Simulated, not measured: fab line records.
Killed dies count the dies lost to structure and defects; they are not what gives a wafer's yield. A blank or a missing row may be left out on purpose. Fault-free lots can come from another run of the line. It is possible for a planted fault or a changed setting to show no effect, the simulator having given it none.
Chamber matching    flow nandHarc    NHARC_A_STAIRCASE_TRIM_20 on rieDiel-13 has 4 sister chambers
The step chemistry O2, time 211.2 s. 4 wafers are shown with their chamber, then 7 later ones without.

## WAFERS PAIRED WITH THEIR CHAMBERS
wafer   chamber  showerheadPlenumPTorr (Torr)
L082.3  0        3.81
L084.6  3        3.65
L087.1  2        3.55
L087.4  1        3.43

## WAFERS MISSING THEIR CHAMBER
wafer   showerheadPlenumPTorr (Torr)
L087.6  3.65
L089.3  3.55
L089.4  3.80
L089.6  3.80
L096.3  3.64
L096.4  3.79
L096.6  3.54

## CHAMBER TAKEN BY EACH
wafer   from the rows above  in truth
L087.6  3                    3
L089.3  2                    2
L089.4  0                    0
L089.6  0                    0
L096.3  3                    3
L096.4  0                    0
L096.6  2                    2
7 of 7 placed correctly. Number that these rows cannot place: 0. Number placed wrongly: 0.
How it was worked out, from the rows above alone: a wafer's distance from a chamber is the root of the sum, over the readings, of the square of ((its reading less the chamber's mean) divided by the reading's scatter). If the next closest chamber is less than 2 further off than the closest, the wafer can't be placed; otherwise it belongs to the closest. For every chamber, the mean is computed from those of its wafers that are shown. The scatter: root of mean squared gap, hidden wafer to nearest shown wafer, with one shown wafer a chamber.
